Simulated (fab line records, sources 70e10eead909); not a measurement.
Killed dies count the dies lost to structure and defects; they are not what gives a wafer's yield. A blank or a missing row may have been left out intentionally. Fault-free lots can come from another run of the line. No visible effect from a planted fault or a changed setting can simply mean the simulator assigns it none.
fab line records	flow nand_harc
record: lots: 14	wafers: 42	last_day: 24
route steps=1159 shown P_CONTACT@248 THIN_TSV@1124 END@1159
lots with no fault: from the same line, run without faults
start_h: the number of hours between the record's first day and the start of the first shown wafer of the lot	wait_h: hours elapsed since this lot's preceding step	" as in the row above	L1.1+2: a single row standing in for several wafers	- value missing, or start not given	* or withheld: withheld	< > ~ a bound
route shown NAME@n: NAME is a module with steps in the file, n the number in the route of the first one	usual: mean and standard deviation over wafers with no fault	same: alike in all rows	chamber/n: place in a boat	sites: per-site readings	_std_site: the values' standard deviation	_edge_site: outer sites' mean less inner sites'	radius_mm: how far each site lies from the wafer's centre	mask NAME#n: copy n	behind: the most recent tool/chamber to have shaped the wafer	hold: cause of the lot's hold/its duration in hours/its outcome	device: whichever transistor did not switch (one of n, p or np)	end of line: at the end of the route, the tests of the same wafers	step lacking rows: just its recipe	killed: not the wafer's yield, but the dies lost to structure and defects at the first sort	map: the dies of a wafer, with x for killed, . for not killed, _ for no die there
set.NAME: the run value of the setting; set.NAME@STEP: its run value at that earlier step	model.NAME: the simulator's own value behind a step, which no gauge read
route steps across a sampled set of lots; one table per step, one row per wafer
services: when a tool's chamber went out of use (start_h, in hours from the record's first day, below 0 if earlier), for how many hours, and the reason
== steps ==
step: NHARC_P_CONTACT_CVD_23
recipe: target_thk_a: 2000	temp_c: 300	pressure_torr: 40	wf6_flow_sccm: 40	h2_flow_sccm: 1600	ar_flow_sccm: 1560	time_s: 557	material: W
usual: heater_power_outer_w: 277/24	heater_power_w: 467/38	throttle_valve_pct: 8.13/0.22
lot.wafer	tool	chamber	start_h	wait_h	heater_power_outer_w	heater_power_w	throttle_valve_pct
L375.2	cvd_w-02	1	123.60	-	256	444	8.35
L375.1	"	0	"	"	292	446	7.86
L375.3	"	0	"	"	306	461	7.83
L378.1	cvd_w-02	1	137.12	-	256	443	8.30
L378.4	"	1	"	"	254	446	8.54
L378.6	"	1	"	"	260	431	8.22
L376.2	cvd_w-01	1	137.21	-	265	459	8.10
L376.3	"	1	"	"	261	457	8.30
L376.6	"	1	"	"	266	461	7.86
L380.1	cvd_w-01	1	146.67	-	261	457	8.22
L380.4	"	0	"	"	308	530	8.04
L380.5	"	0	"	"	311	538	7.82
L379.4	cvd_w-01	0	147.38	-	304	530	8.00
L379.3	"	1	"	"	267	462	8.40
L379.6	"	1	"	"	257	469	8.41
L382.2	cvd_w-01	1	156.56	-	264	464	8.14
L382.5	"	1	"	"	267	462	8.08
L382.6	"	0	"	"	305	547	7.98
L381.2	cvd_w-01	0	159.94	-	308	535	7.87
L381.1	"	1	"	"	257	459	8.16
L381.4	"	1	"	"	264	464	8.32
L384.4	cvd_w-01	1	177.69	-	266	451	8.10
L384.3	"	0	"	"	308	545	7.96
L384.5	"	1	"	"	268	458	8.24
L387.1	cvd_w-01	1	187.04	-	270	470	7.95
L387.6	"	1	"	"	265	464	8.16
L387.5	"	0	"	"	295	539	7.80
L386.2	cvd_w-02	1	187.95	-	254	452	8.49
L386.3	"	0	"	"	302	456	7.89
L386.5	"	0	"	"	301	454	7.99
L388.1	cvd_w-01	0	198.51	-	310	546	8.07
L388.2	"	1	"	"	269	451	8.00
L388.4	"	1	"	"	259	453	8.22
L392.4	cvd_w-01	1	224.57	-	268	457	8.32
L392.5	"	0	"	"	306	531	8.13
L392.6	"	1	"	"	265	459	8.11
L394.1	cvd_w-01	0	234.63	-	304	548	7.83
L394.2	"	1	"	"	268	461	8.12
L394.3	"	0	"	"	307	526	8.08
L395.3	cvd_w-01	1	248.41	-	263	475	8.20
L395.4	"	1	"	"	265	460	8.13
L395.6	"	1	"	"	266	472	8.16
step: NHARC_THIN_TSV_DEP_47
recipe: target_thk_a: 2000	temp_c: withheld	pressure_torr: 6.5	rf_w: 900	teos_flow_sccm: 161.4	flow_sccm: 2650	target_thk_nm: 200	gas: O2	material: SiO2
usual: flow_sccm: 2650/7.8	throttle_valve_pct: 16.1/0.39
lot.wafer	tool	chamber	start_h	wait_h	flow_sccm	throttle_valve_pct
L375.3	pecvd-03	2	434.00	-	2653	16.2
L375.1	"	0	"	"	2664	16.4
L375.2	"	1	"	"	2644	16.8
L376.2	pecvd-02	1	434.69	-	2654	15.9
L376.3	"	2	"	"	2654	15.7
L376.6	"	0	"	"	2660	16.4
L378.1	pecvd-02	2	440.65	-	2644	15.3
L378.6	"	1	"	"	2655	15.8
L378.4	"	0	"	"	2653	16.3
L382.2	pecvd-02	2	462.62	-	2654	15.7
L382.6	"	0	"	"	2650	16.3
L382.5	"	2	"	"	2667	15.5
L379.3	pecvd-03	1	470.04	-	2645	16.6
L379.6	"	1	"	"	2653	16.7
L379.4	"	2	"	"	2664	16.1
L380.1	pecvd-03	0	471.33	-	2646	16.6
L380.5	"	0	"	"	2643	16.5
L380.4	"	1	"	"	2653	16.6
L381.1	pecvd-02	1	475.70	-	2657	16.1
L381.2	"	2	"	"	2650	15.5
L381.4	"	0	"	"	2648	16.4
L384.3	pecvd-02	1	482.25	-	2662	16.2
L384.4	"	0	"	"	2653	16.3
L384.5	"	1	"	"	2653	16.3
L387.1	pecvd-02	0	483.40	-	2656	16.4
L387.6	"	2	"	"	2646	15.3
L387.5	"	1	"	"	2648	16.1
L386.3	pecvd-02	1	484.45	-	2650	16.1
L386.2	"	0	"	"	2644	16.5
L386.5	"	1	"	"	2649	16.2
L388.2	pecvd-03	2	503.78	-	2645	16.3
L388.1	"	1	"	"	2650	16.2
L388.4	"	0	"	"	2647	15.9
L392.4	pecvd-02	0	531.52	-	2639	15.4
L392.6	"	1	"	"	2650	15.5
L392.5	"	2	"	"	2665	15.6
L394.1	pecvd-01	1	533.70	-	2651	16.1
L394.2	"	2	"	"	2645	16.2
L394.3	"	0	"	"	2639	15.6
L395.3	pecvd-03	2	557.94	-	2650	16.6
L395.4	"	0	"	"	2643	16.3
L395.6	"	2	"	"	2642	16.3
step: NHARC_THIN_TSV_ANNEAL_52
recipe: temp_c: 225	time_s: 90
usual: wafer_temp_C_max: 225.98/0.28
lot.wafer	tool	chamber	start_h	wait_h	wafer_temp_C_max
L375.1	rtp_anneal-01	0	436.23	0.5	226.19
L375.2	"	0	"	"	226.42
L375.3	"	0	"	"	225.93
L376.2	rtp_anneal-01	0	436.96	0.7	225.76
L376.3	"	0	"	"	225.90
L376.6	"	0	"	"	225.95
L378.1	rtp_anneal-02	0	447.24	0.6	225.54
L378.4	"	0	"	"	225.57
L378.6	"	0	"	"	225.38
L382.2	rtp_anneal-02	0	464.73	0.6	226.32
L382.5	"	0	"	"	225.71
L382.6	"	0	"	"	225.93
L379.3	rtp_anneal-02	0	472.28	0.4	225.95
L379.4	"	0	"	"	226.08
L379.6	"	0	"	"	226.04
L380.1	rtp_anneal-02	0	473.45	0.5	226.05
L380.4	"	0	"	"	226.24
L380.5	"	0	"	"	226.29
L381.1	rtp_anneal-01	0	477.87	0.6	226.08
L381.2	"	0	"	"	226.03
L381.4	"	0	"	"	226.63
L384.3	rtp_anneal-01	0	484.38	0.4	226.12
L384.4	"	0	"	"	225.87
L384.5	"	0	"	"	225.84
L387.1	rtp_anneal-02	0	485.52	0.7	225.78
L387.5	"	0	"	"	226.02
L387.6	"	0	"	"	225.99
L386.2	rtp_anneal-02	0	486.65	0.6	226.10
L386.3	"	0	"	"	225.91
L386.5	"	0	"	"	225.36
L388.1	rtp_anneal-02	0	505.90	0.5	225.90
L388.2	"	0	"	"	225.59
L388.4	"	0	"	"	225.56
L392.4	rtp_anneal-02	0	533.65	0.5	225.70
L392.5	"	0	"	"	225.68
L392.6	"	0	"	"	226.06
L394.1	rtp_anneal-01	0	536.48	0.6	225.69
L394.2	"	0	"	"	226.22
L394.3	"	0	"	"	226.13
L395.3	rtp_anneal-01	0	560.07	0.4	225.93
L395.4	"	0	"	"	226.22
L395.6	"	0	"	"	226.63
step: NHARC_END_SORT_01
recipe: temp_c: 25
usual: killed_at_array: 28/11	killed_at_other: 0.5/0.87	killed_at_periphery: 2.9/2.2	killed_dies: 32/11	killed_open: 3.2/1.9	killed_short: 1.8/1.4
same: gross_dies: 677
lot.wafer	tool	chamber	start_h	wait_h	killed_at_array	killed_at_other	killed_at_periphery	killed_dies	killed_open	killed_short
L375.1	prober-01	0	447.44	2.5	29	2	3	34	4	5
L375.2	prober-01	0	448.24	2.8	17	0	3	20	1	1
L375.3	prober-01	0	449.05	3.1	22	0	5	27	4	3
L376.2	prober-02	0	448.24	2.8	27	1	5	33	4	1
L376.3	prober-02	0	449.05	3.1	21	1	1	23	3	1
L376.6	prober-02	0	451.46	4.0	19	0	3	22	4	3
L380.1	prober-02	0	483.48	2.5	34	3	3	40	5	1
L380.4	prober-02	0	485.92	3.4	38	3	5	46	6	4
L380.5	prober-02	0	486.73	3.8	30	3	3	36	5	2
L381.1	prober-01	0	492.94	2.4	36	1	3	40	2	0
L381.2	prober-01	0	493.74	2.7	28	0	0	28	2	2
L381.4	prober-01	0	495.33	3.4	33	0	2	35	2	1
L384.3	prober-02	0	500.67	3.1	15	0	1	16	4	1
L384.4	prober-02	0	501.47	3.4	16	0	2	18	5	4
L384.5	prober-02	0	502.27	3.7	11	1	0	12	4	2
L386.2	prober-02	0	507.65	2.8	14	0	2	16	4	0
L386.3	prober-02	0	508.44	3.1	18	0	0	18	4	0
L386.5	prober-02	0	510.03	3.7	15	0	0	15	2	0
L394.1	prober-02	0	550.92	2.5	29	0	31	60	1	1
L394.2	prober-02	0	551.72	2.8	17	0	93	110	0	1
L394.3	prober-02	0	552.52	3.1	19	0	41	60	4	1
L395.3	prober-01	0	571.12	3.1	21	0	90	111	7	0
L395.4	prober-01	0	571.91	3.4	18	1	91	110	4	0
L395.6	prober-01	0	573.49	3.9	23	2	91	116	4	0
killed by level:class
L375.1 A_SLIT:chamber_film_flake=7 A_WL_FILL:chamber_film_flake=5 A_CHANNEL_HOLE_D1:chamber_film_flake=4 A_CONTACT:chamber_film_flake=4 A_ONON_D1:geometric_particle:short=2 A_ZERO_WELL:chamber_film_flake=2 P_CONTACT:geometric_particle:open=1 P_M1:geometric_particle:open=1
L376.2 A_SLIT:chamber_film_flake=14 A_CHANNEL_HOLE_D1:chamber_film_flake=4 A_CONTACT:chamber_film_flake=4 P_CONTACT:geometric_particle:open=2 P_GATE:chamber_film_flake=2 A_STAIRCASE:chamber_film_flake=2 A_SGD_CUT:geometric_particle:short=1 A_CONTACT:geometric_particle:open=1
L375.2 A_SLIT:chamber_film_flake=7 P_ZERO_WELL:chamber_film_flake=3 A_CONTACT:chamber_film_flake=3 A_WL_FILL:chamber_film_flake=2 A_SGD_CUT:geometric_particle:short=1 A_BLC:geometric_particle:open=1 A_CHANNEL_HOLE_D1:chamber_film_flake=1 A_CHANNEL_FILL_D1:chamber_film_flake=1
L376.3 A_SLIT:chamber_film_flake=9 A_CHANNEL_HOLE_D1:chamber_film_flake=4 A_CONTACT:chamber_film_flake=2 A_SOURCE_PLATE:geometric_particle:open=1 A_CHANNEL_FILL_D1:geometric_particle:open=1 A_WL_FILL:geometric_particle:short=1 A_CONTACT:geometric_particle:open=1 P_ZERO_WELL:chamber_film_flake=1
L375.3 A_SLIT:chamber_film_flake=7 A_CONTACT:chamber_film_flake=3 A_ZERO_WELL:chamber_film_flake=2 A_STAIRCASE:chamber_film_flake=2 A_SGD_CUT:chamber_film_flake=2 P_GATE:geometric_particle:short=1 P_GATE:geometric_particle:open=1 P_CONTACT:geometric_particle:open=1
L376.6 A_SLIT:chamber_film_flake=9 A_CONTACT:geometric_particle:open=2 A_CHANNEL_HOLE_D1:chamber_film_flake=2 A_CONTACT:chamber_film_flake=2 P_GATE:geometric_particle:short=1 P_CONTACT:geometric_particle:open=1 A_CHANNEL_HOLE_D1:geometric_particle:open=1 A_SGD_CUT:geometric_particle:short=1
L380.1 A_SLIT:chamber_film_flake=12 A_CHANNEL_HOLE_D1:chamber_film_flake=11 THIN_TSV:chamber_film_flake=3 A_M0:geometric_particle:open=2 A_ZERO_WELL:chamber_film_flake=2 A_CHANNEL_FILL_D1:chamber_film_flake=2 A_STAIRCASE:chamber_film_flake=2 P_M0:geometric_particle:open=1
L380.4 A_CHANNEL_HOLE_D1:chamber_film_flake=15 A_SLIT:chamber_film_flake=11 THIN_TSV:chamber_film_flake=3 P_M0:geometric_particle:open=2 A_ZERO_WELL:chamber_film_flake=2 A_STAIRCASE:chamber_film_flake=2 P_GATE:geometric_particle:open=1 P_GATE:geometric_particle:short=1
L380.5 A_CHANNEL_HOLE_D1:chamber_film_flake=13 A_SLIT:chamber_film_flake=9 P_M0:geometric_particle:open=2 A_CONTACT:chamber_film_flake=2 THIN_TSV:chamber_film_flake=2 P_CONTACT:geometric_particle:short=1 A_ONON_D1:geometric_particle:open=1 A_SGD_CUT:geometric_particle:open=1
L381.1 A_SLIT:chamber_film_flake=16 A_CHANNEL_HOLE_D1:chamber_film_flake=15 A_CONTACT:chamber_film_flake=3 P_STI:geometric_particle:open=1 STARTING-WAFER:geometric_particle:open=1 P_ZERO_WELL:chamber_film_flake=1 P_GATE:chamber_film_flake=1 A_ZERO_WELL:chamber_film_flake=1
L381.2 A_CHANNEL_HOLE_D1:chamber_film_flake=11 A_SLIT:chamber_film_flake=8 A_CONTACT:chamber_film_flake=3 A_ONON_D1:geometric_particle:short=1 A_CHANNEL_HOLE_D1:geometric_particle:open=1 A_CHANNEL_FILL_D1:geometric_particle:short=1 A_M1:geometric_particle:open=1 A_ZERO_WELL:chamber_film_flake=1
L381.4 A_SLIT:chamber_film_flake=15 A_CHANNEL_HOLE_D1:chamber_film_flake=13 P_ZERO_WELL:chamber_film_flake=2 A_WL_FILL:geometric_particle:short=1 A_CONTACT:geometric_particle:open=1 A_BLC:geometric_particle:open=1 A_STAIRCASE:chamber_film_flake=1 A_CONTACT:chamber_film_flake=1
L384.3 A_WL_FILL:chamber_film_flake=4 A_BLC:geometric_particle:open=3 A_CHANNEL_HOLE_D1:chamber_film_flake=3 A_CONTACT:chamber_film_flake=2 A_M0:geometric_particle:short=1 A_M0:geometric_particle:open=1 P_ZERO_WELL:chamber_film_flake=1 A_STAIRCASE:chamber_film_flake=1
L384.4 A_STAIRCASE:chamber_film_flake=3 A_CHANNEL_HOLE_D1:chamber_film_flake=2 A_WL_FILL:chamber_film_flake=2 P_CONTACT:geometric_particle:short=1 P_M1:geometric_particle:open=1 A_SOURCE_PLATE:geometric_particle:short=1 A_SOURCE_PLATE:geometric_particle:open=1 A_ONON_D1:geometric_particle:short=1
L384.5 A_WL_FILL:chamber_film_flake=2 A_SOURCE_PLATE:geometric_particle:open=1 A_SOURCE_PLATE:geometric_particle:short=1 A_CONTACT:geometric_particle:open=1 A_CONTACT:geometric_particle:short=1 A_BLC:geometric_particle:open=1 A_M0:geometric_particle:open=1 A_CHANNEL_HOLE_D1:chamber_film_flake=1
L386.2 A_STAIRCASE:chamber_film_flake=4 A_CHANNEL_HOLE_D1:chamber_film_flake=3 A_WL_FILL:chamber_film_flake=2 A_ONON_D1:geometric_particle:open=1 A_CHANNEL_FILL_D1:geometric_particle:open=1 A_SLIT:geometric_particle:open=1 A_M1:geometric_particle:open=1 P_ZERO_WELL:chamber_film_flake=1
L386.3 A_STAIRCASE:chamber_film_flake=6 A_WL_FILL:chamber_film_flake=3 A_CONTACT:chamber_film_flake=3 A_CHANNEL_HOLE_D1:chamber_film_flake=2 A_CHANNEL_FILL_D1:geometric_particle:open=1 A_WL_FILL:geometric_particle:open=1 A_CONTACT:geometric_particle:open=1 A_BLC:geometric_particle:open=1
L386.5 A_STAIRCASE:chamber_film_flake=7 A_CHANNEL_HOLE_D1:chamber_film_flake=2 A_WL_FILL:chamber_film_flake=2 A_CONTACT:chamber_film_flake=2 A_ONON_D1:geometric_particle:open=1 A_M0:geometric_particle:open=1
L394.1 P_CONTACT:unspecified=29 A_CHANNEL_HOLE_D1:chamber_film_flake=8 A_CONTACT:chamber_film_flake=8 A_WL_FILL:chamber_film_flake=4 A_CHANNEL_FILL_D1:chamber_film_flake=2 A_STAIRCASE:chamber_film_flake=2 A_SGD_CUT:chamber_film_flake=2 A_CHANNEL_FILL_D1:geometric_particle:open=1
L394.2 P_CONTACT:unspecified=87 A_CHANNEL_HOLE_D1:chamber_film_flake=6 A_CONTACT:chamber_film_flake=5 P_GATE:chamber_film_flake=3 A_STAIRCASE:chamber_film_flake=3 P_STI:chamber_film_flake=2 A_WL_FILL:geometric_particle:short=1 P_ZERO_WELL:chamber_film_flake=1
L394.3 P_CONTACT:unspecified=29 A_CHANNEL_HOLE_D1:chamber_film_flake=7 P_ZERO_WELL:chamber_film_flake=5 A_STAIRCASE:chamber_film_flake=3 A_WL_FILL:chamber_film_flake=3 A_CONTACT:chamber_film_flake=3 P_M0:geometric_particle:open=2 P_STI:chamber_film_flake=2
L395.3 P_CONTACT:unspecified=87 A_CHANNEL_HOLE_D1:chamber_film_flake=7 A_CONTACT:geometric_particle:open=3 A_CONTACT:chamber_film_flake=3 A_STAIRCASE:chamber_film_flake=2 P_M0:geometric_particle:open=1 A_CHANNEL_FILL_D1:geometric_particle:open=1 A_WL_FILL:geometric_particle:open=1
L395.4 P_CONTACT:unspecified=89 A_CHANNEL_HOLE_D1:chamber_film_flake=9 A_CONTACT:chamber_film_flake=4 A_STAIRCASE:chamber_film_flake=2 P_GATE:geometric_particle:open=1 A_CHANNEL_FILL_D1:geometric_particle:open=1 A_SGD_CUT:geometric_particle:open=1 A_M0:geometric_particle:open=1
L395.6 P_CONTACT:unspecified=88 A_CONTACT:chamber_film_flake=11 A_STAIRCASE:chamber_film_flake=4 A_CHANNEL_HOLE_D1:chamber_film_flake=3 A_WL_FILL:chamber_film_flake=2 P_CONTACT:geometric_particle:open=1 A_CONTACT:geometric_particle:open=1 A_M0:geometric_particle:open=1
== services ==
tool	chamber	start_h	hours	kind
pecvd-03	-	111.01	13.0	pm
cvd_w-01	-	115.33	13.0	pm
pecvd-02	-	153.01	13.0	pm
cvd_w-01	-	196.42	0.3	repair
cvd_w-02	-	197.76	13.0	pm
cvd_w-01	1	199.67	13.9	repair
pecvd-02	-	209.51	1.1	repair
cvd_w-02	-	234.70	1.6	repair
pecvd-01	-	237.05	13.0	pm
cvd_w-02	0	237.54	2.7	repair
cvd_w-01	0	238.58	13.5	repair
pecvd-02	-	250.93	0.9	repair
pecvd-01	2	273.73	10.3	repair
pecvd-03	-	292.01	13.0	pm
cvd_w-01	-	296.91	13.0	pm
rtp_anneal-02	-	300.00	12.0	pm
pecvd-02	-	334.01	13.0	pm
cvd_w-01	-	361.60	0.8	repair
cvd_w-02	-	379.01	13.0	pm
pecvd-03	0	451.16	4.9	repair
pecvd-03	-	473.03	13.0	pm
cvd_w-01	-	479.89	13.0	pm
pecvd-02	1	509.15	12.6	repair
pecvd-02	-	515.01	13.0	pm
== key ==
first_sign: step: NHARC_END_SORT_01	reading: killed_at_periphery	direction: up	sigmas: 32	usual: 2.9	struck: 72.8
effect: step: NHARC_END_SORT_01	reading: killed_dies	direction: up	sigmas: 5.7	usual: 32	struck: 94
more_kills_born_at: NHARC_P_CONTACT_CVD_23@cvd_w-01: 409
met_at NHARC_P_CONTACT_CVD_23
struck_lots L394,L395
tester_left_out L394,L395
not_acting_at NHARC_THIN_TSV_DEP_47,NHARC_THIN_TSV_ANNEAL_52
onset_between 224.57 234.63
also_fits time
fault: kind: chamber_particle_source	tool: cvd_w-01	chamber: -	onset_h: 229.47	steps: NHARC_P_CONTACT_CVD_23	rate_per_visit_cm2: 0.97673	end_h: 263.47
tester_left_out: of these lots the tester's yield and bins aren't shown, on N5 and GAA mostly nor the transistor test; their killed dies are dies lost to structure and defects alone, not to doping, threshold or leakage, so they don't give the yield
